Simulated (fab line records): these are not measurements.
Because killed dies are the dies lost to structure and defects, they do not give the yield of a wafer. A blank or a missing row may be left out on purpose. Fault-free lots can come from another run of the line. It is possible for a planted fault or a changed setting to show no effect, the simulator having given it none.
Which tool is to blame?    flow n5Finfet    Sampling: 8 lots, 24 wafers, 6 of 1938 route steps

## WHAT THE GAUGES SHOWED, per wafer
N5_BEOL_M1_CD_MEAS_11: the cd target is 17.05 nm. Usual: cdNm at 17.07 nm, with a standard deviation of 0.27.
lot   measured      on        cdNm (nm)          flag
L993  day 6 20:58   cdSem-01  17.06 16.97 17.01  
L997  day 6 22:20   cdSem-01  16.85 17.00 16.89  
L103  day 8 12:37   cdSem-03  17.05 17.50 17.41  
L105  day 9 11:25   cdSem-02  17.12 16.84 17.14  
L104  day 9 12:55   cdSem-01  17.17 16.99 16.93  
L112  day 10 17:05  cdSem-01  16.90 16.76 16.98  
L114  day 11 07:03  cdSem-02  17.21 17.47 17.08  
L116  day 12 05:46  cdSem-01  17.45 17.23 17.18  

N5_BEOL_M4_RC_MEAS_101. Usual: DIBL_N 36.5 mV/V, standard deviation 2; DIBL_P 36.5 mV/V, standard deviation 2.3; IOFF_N 0.16 nA/um, standard deviation 0.036; IOFF_P 0.21 nA/um, standard deviation 0.037; ION_N 672 uA/um, standard deviation 12; ION_P 459 uA/um, standard deviation 7.1; SS_N 71.6 mV/dec, standard deviation 0.73; SS_P 73.4 mV/dec, standard deviation 0.76; VT_N 250 mV, standard deviation 3.3; VT_P -250.5 mV, standard deviation 2.9.
lot   measured      on         DIBL_N (mV/V)   DIBL_P (mV/V)   IOFF_N (nA/um)  IOFF_P (nA/um)  ION_N (uA/um)  ION_P (uA/um)  SS_N (mV/dec)   SS_P (mV/dec)   VT_N (mV)    VT_P (mV)             flag
L993  day 8 14:59   prober-02  31.8 33.0 34.4  34.0 34.7 37.4  0.12 0.13 0.16  0.17 0.17 0.20  671 659 675    462 450 461    71.2 70.6 70.9  72.4 72.4 73.5  252 254 250  -250.3 -253.8 -249.8  
L997  day 9 07:25   prober-01  40.0 40.9 35.9  39.5 41.1 34.9  0.23 0.25 0.14  0.28 0.32 0.19  695 679 657    472 457 451    72.2 72.4 71.0  74.4 74.7 73.1  246 245 251  -246.4 -248.5 -251.8  
L103  day 10 13:52  prober-01  34.3 33.8 31.9  35.4 33.2 32.0  0.13 0.11 0.10  0.20 0.16 0.16  664 630 658    462 439 459    71.3 72.2 71.1  72.5 72.7 72.3  253 259 255  -249.4 -255.7 -251.8  
L105  day 11 17:28  prober-01  38.3 39.4 38.6  36.8 37.8 37.5  0.19 0.24 0.21  0.25 0.27 0.27  684 693 680    464 465 462    71.7 72.8 72.3  74.4 74.5 74.3  245 243 247  -248.6 -247.5 -247.8  
L104  day 11 20:26  prober-02  36.6 37.1 34.2  37.2 38.2 34.3  0.17 0.18 0.12  0.23 0.26 0.18  676 684 663    463 472 460    71.1 71.7 70.6  73.9 74.3 72.4  250 246 255  -246.2 -246.0 -249.6  
L112  day 13 08:45  prober-02  36.0 32.4 38.2  36.4 33.5 40.1  0.16 0.12 0.22  0.20 0.16 0.26  654 668 693    452 463 474    72.2 70.2 72.2  73.7 72.5 73.2  251 250 244  -253.1 -252.6 -248.4  
L114  day 13 09:34  prober-01  39.5 36.8 34.2  41.0 37.8 34.2  0.23 0.18 0.12  0.29 0.24 0.17  697 688 664    475 464 459    71.6 71.4 71.0  74.7 73.5 72.8  243 246 254  -246.4 -246.8 -250.7  
L116  day 14 20:04  prober-01  38.1 39.1 38.8  40.2 40.6 41.3  0.19 0.22 0.21  0.21 0.23 0.23  671 682 675    457 457 456    71.6 72.8 72.4  75.2 74.2 74.7  249 246 248  -250.8 -251.5 -248.9  

## WHAT TOOL EACH LOT RAN ON (gives the tool, then ch and the chambers of the sampled wafers, and finally the start)
lot   N5_BEOL_M1_DESCUM_16               N5_BEOL_M1_HM_OPEN_17             N5_BEOL_M1_COAT_68                N5_BEOL_M1_ETCH_69
L993  rieDiel-04 ch 0,1,3, day 6 21:05   rieMetal-01 ch 0,1, day 6 21:20   lithoTrack-01 ch 0, day 6 21:33   rieDiel-04 ch 0,3, day 6 22:01
L997  rieDiel-04 ch 0,1, day 6 22:31     rieMetal-03 ch 0,1, day 6 22:46   lithoTrack-03 ch 0, day 6 22:59   rieDiel-03 ch 0,1, day 6 23:31
L103  rieDiel-04 ch 1,2,3, day 8 12:44   rieMetal-02 ch 0,1, day 8 12:59   lithoTrack-01 ch 0, day 8 13:13   rieDiel-03 ch 1,2, day 8 13:40
L105  rieDiel-03 ch 1,2,3, day 9 11:33   rieMetal-01 ch 0,1, day 9 11:50   lithoTrack-03 ch 0, day 9 12:01   rieDiel-03 ch 2,3, day 9 12:29
L104  rieDiel-02 ch 0,1, day 9 13:13     rieMetal-02 ch 0,1, day 9 13:29   lithoTrack-01 ch 0, day 9 13:41   rieDiel-04 ch 0,1, day 9 14:08
L112  rieDiel-03 ch 0,1,2, day 10 17:13  rieMetal-01 ch 0,1, day 10 17:28  lithoTrack-03 ch 0, day 10 17:41  rieDiel-04 ch 0,1,3, day 10 18:16
L114  rieDiel-03 ch 1,2,3, day 11 07:11  rieMetal-03 ch 0,1, day 11 07:27  lithoTrack-03 ch 0, day 11 07:38  rieDiel-04 ch 0,1, day 11 08:16
L116  rieDiel-02 ch 0,1,2, day 12 05:53  rieMetal-01 ch 0, day 12 06:08    lithoTrack-03 ch 0, day 12 06:22  rieDiel-02 ch 0,2,3, day 12 06:57
- N5_BEOL_M1_DESCUM_16: chemistry O2, time 7 s.
- N5_BEOL_M1_HM_OPEN_17: chemistry Cl2/BCl3, target TiN, target depth 20 nm, overetch 6 nm.
- N5_BEOL_M1_COAT_68: time 60 s, resist thk 12 nm.
- N5_BEOL_M1_ETCH_69: etches SiARC in CF4, target depth 15.6 nm, time 26 s.

## AS READ BY THE TOOLS THEMSELVES (means over the sampled wafers that have a number; for cases with no such wafer, the mark the record gives instead)
N5_BEOL_M1_DESCUM_16. Usual: drypumpMotorCurrentA 5.8 A, standard deviation 0.59; o2FlowSccm 224.9 sccm, standard deviation 0.67; oesProductAu 0.75 a.u., standard deviation 0.073; rfVppV 243.0 V, standard deviation 1.4; showerheadPlenumPTorr 2.09 Torr, standard deviation 0.065; throttleValvePct 20.4 %, standard deviation 0.36.
lot   tool        drypumpMotorCurrentA (A)  o2FlowSccm (sccm)  oesProductAu (a.u.)  rfVppV (V)  showerheadPlenumPTorr (Torr)  throttleValvePct (%)  flag
L993  rieDiel-04  5.8                       224.6              0.77                 241.9       2.00                          20.2                  
L997  rieDiel-04  5.7                       225.2              0.79                 240.3       1.96                          20.3                  
L103  rieDiel-04  5.6                       224.9              0.77                 243.0       2.06                          20.1                  
L105  rieDiel-03  5.9                       225.6              0.73                 244.9       2.12                          20.4                  
L104  rieDiel-02  6.3                       225.8              0.69                 244.2       2.16                          20.8                  
L112  rieDiel-03  5.7                       224.9              0.70                 242.8       2.10                          20.6                  
L114  rieDiel-03  5.9                       225.2              0.72                 244.1       2.11                          20.4                  
L116  rieDiel-02  5.7                       225.2              0.74                 243.9       2.15                          20.7                  

N5_BEOL_M1_HM_OPEN_17. Usual: drypumpMotorCurrentA 6.1 A, standard deviation 0.38; oesProductAu 0.62 a.u., standard deviation 0.073; throttleValvePct 22.12 %, standard deviation 0.26.
lot   tool         drypumpMotorCurrentA (A)  oesProductAu (a.u.)  throttleValvePct (%)  flag
L993  rieMetal-01  6.3                       0.63                 22.05                 
L997  rieMetal-03  5.7                       0.58                 22.08                 
L103  rieMetal-02  5.9                       0.60                 22.38                 
L105  rieMetal-01  6.3                       0.67                 21.88                 
L104  rieMetal-02  5.9                       0.66                 22.26                 
L112  rieMetal-01  6.3                       0.61                 22.07                 
L114  rieMetal-03  6.0                       0.59                 22.25                 
L116  rieMetal-01  6.2                       0.57                 22.26                 

N5_BEOL_M1_COAT_68. Usual: spinSpeedRpm at 1500.0 rpm, with a standard deviation of 0.96.
lot   tool           spinSpeedRpm (rpm)  flag
L993  lithoTrack-01  1499.9              
L997  lithoTrack-03  1500.7              
L103  lithoTrack-01  1320.9              OFF
L105  lithoTrack-03  1500.6              
L104  lithoTrack-01  1320.8              OFF
L112  lithoTrack-03  1499.1              
L114  lithoTrack-03  1499.1              
L116  lithoTrack-03  1500.2              

N5_BEOL_M1_ETCH_69. Usual: drypumpMotorCurrentA 5.7 A, standard deviation 0.52; etchRfOnTimeS 26.2 s, standard deviation 0.39; oesProductAu 0.64 a.u., standard deviation 0.049; rfVppV 183.7 V, standard deviation 1.1; showerheadPlenumPTorr 2.11 Torr, standard deviation 0.07; throttleValvePct 15.53 %, standard deviation 0.28.
lot   tool        drypumpMotorCurrentA (A)  etchRfOnTimeS (s)  oesProductAu (a.u.)  rfVppV (V)  showerheadPlenumPTorr (Torr)  throttleValvePct (%)  flag
L993  rieDiel-04  6.0                       26.2               0.64                 182.5       2.03                          15.58                 
L997  rieDiel-03  5.5                       26.2               0.60                 183.7       2.15                          15.78                 
L103  rieDiel-03  5.8                       27.9               0.62                 183.8       2.15                          15.72                 OFF
L105  rieDiel-03  5.7                       25.7               0.65                 184.4       2.15                          15.54                 
L104  rieDiel-04  5.5                       27.7               0.68                 182.9       2.04                          15.35                 OFF
L112  rieDiel-04  5.8                       26.0               0.65                 183.3       2.06                          15.50                 
L114  rieDiel-04  5.5                       26.3               0.67                 182.7       2.04                          15.37                 
L116  rieDiel-02  5.7                       25.7               0.69                 183.7       2.17                          15.67                 

## THE ANSWER, worked out from the rows above alone
Rule: take the mean of a lot's wafers that have a number; if it is more than 3 standard deviations from the usual mean, the lot is off. A lot without any number at a reading at which 4 lots or more have one is off too. All remaining lots with rows at the step are treated as sound. First the gauges in route order, then the tools' own readings, where a lot's mean is used as printed above. At the first step where some lot is off, the reading lying furthest off is the one used; lots without a number count as furthest.
Off, at N5_BEOL_M1_COAT_68 on spinSpeedRpm: L103, L104.
A tool fits if, at that step or a process step before it, it ran every lot that is off, and no sound lot after the first of them. This does not decide it: 2 tools fit, namely rieMetal-02 at N5_BEOL_M1_HM_OPEN_17 and lithoTrack-01 at N5_BEOL_M1_COAT_68.

## WHAT THE SIMULATOR HAD PUT IN
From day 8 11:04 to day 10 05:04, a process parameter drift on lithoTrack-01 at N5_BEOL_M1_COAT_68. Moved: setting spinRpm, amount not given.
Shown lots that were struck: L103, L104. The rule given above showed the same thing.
